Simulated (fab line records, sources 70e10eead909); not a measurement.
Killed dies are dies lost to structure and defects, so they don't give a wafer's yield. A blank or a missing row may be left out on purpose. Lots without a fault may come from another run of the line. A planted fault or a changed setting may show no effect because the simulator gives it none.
Problem report in the 8D (eight disciplines) form, filled by code | flow nand_harc | the parts of the form that need people (team, actions taken, sign-off) are left out

1. THE PROBLEM
cd_nm at NHARC_A_M1_CD_MEAS_09 reads a mean of 89.9 nm on 6 wafers of 2 lots; wafers without a fault read 119.9 nm with a standard deviation of 0.65. That is -46 standard deviations from the usual mean.
The step: target cd 120 nm.
First seen on wafer L846.2, day 21 17:39, on cd_sem-02. The record holds 33 wafers of 11 lots with a number at this step. Rule for "out", or "out of limits": more than 4 standard deviations from the usual mean. The other wafers with a number count as sound.

2. WHAT IT IS AND WHAT IT IS NOT
question                    | is                     | is not
which readings at this step | cd_nm                  | -
which lots                  | L846, L850             | L831, L833, L834, L835, L837, L841, L842, L847, L848
which wafers of those lots  | all that have a number | -
read on which gauges        | cd_sem-02              | cd_sem-01, cd_sem-03
when                        | from day 21 17:39      | up to then (24 sound wafers); but 3 sound wafers of L848 came after

3. SUSPECTS, AND WHAT RULES EACH OUT
Counting: a tool at a process step up to the reading stays a suspect if it ran every lot that is out and no sound lot after the first of them.
- the gauge at NHARC_A_M1_CD_MEAS_09: ruled out. All the wafers that are out were read on cd_sem-02, but those of them that NHARC_A_M1_EXPOSE_06 has rows for are out there too, on other tools.
- arfi_scanner-03 at NHARC_A_M1_EXPOSE_06 (exposes mask A M1, target cd 120 nm): kept. It ran every lot that is out, first L846 (day 21 17:31), and no sound lot after that; its last sound lot up to then is L847 (day 21 16:22). Its own readings are out on those wafers: exposure_dose_mJ_cm2.
Left after counting: arfi_scanner-03 at NHARC_A_M1_EXPOSE_06.

4. THE CAUSE (what the simulator had put in)
Process parameter drift: arfi_scanner-03, from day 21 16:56 on, at NHARC_A_M1_EXPOSE_06. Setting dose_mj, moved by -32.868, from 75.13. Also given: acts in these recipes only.
Counting left only this tool.

5. THE CHAIN OF EFFECTS, in route order
Each row: a reading whose mean over the struck wafers that have a number lies more than 3 standard deviations from the usual. Only readings for which the record gives a usual standard deviation are gone through. hours: the time from each lot's start at the first step in this table that gives one to its start at this step, as a median over the lots. sigmas: the change in usual standard deviations.
hours | step                  | reading              | usual    | on struck wafers | change | sigmas
0     | NHARC_A_M1_EXPOSE_06  | exposure_dose_mJ_cm2 | 75.09    | 45.52            | -29.58 | -99 or more
0     | NHARC_A_M1_CD_MEAS_09 | cd_nm                | 119.9 nm | 89.9             | -30.0  | -46
1     | NHARC_A_M1_CD_MEAS_16 | cd_nm                | 120.3 nm | 90.5             | -29.8  | -30
35    | NHARC_END_SORT_01     | defect_limited_yield | 95.4 %   | 0.0              | -95.4  | -64
35    | NHARC_END_SORT_01     | killed_at_array      | 27       | 672              | +645   | +65
35    | NHARC_END_SORT_01     | killed_dies          | 31       | 677              | +646   | +65
35    | NHARC_END_SORT_01     | sort_bin_2_pct       | 1.5 %    | 95.4             | +93.9  | +99 or more
35    | NHARC_END_SORT_01     | sort_n_pass          | 646      | 0                | -646   | -65
35    | NHARC_END_SORT_01     | sort_rim_yield_pct   | 96.9 %   | 0.0              | -96.9  | -48
35    | NHARC_END_SORT_01     | sort_yield_pct       | 95.4 %   | 0.0              | -95.4  | -64
The process steps in it:
- NHARC_A_M1_EXPOSE_06: exposes mask A M1, target cd 120 nm.

6. WHAT WOULD HAVE CAUGHT IT SOONER
In this record the first reading out of limits at a measuring or inspecting step was taken at day 21 17:39, 1 hour after the fault began at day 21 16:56.
The tool's own readings at NHARC_A_M1_EXPOSE_06 were out on every struck wafer that the step has a row for (exposure_dose_mJ_cm2): an alarm limit on them would have fired on the first of those.
Of the lots that are out (2), L850 began NHARC_A_M1_EXPOSE_06 on arfi_scanner-03 after day 21 17:39. A hold on the tool at that time would have spared it.
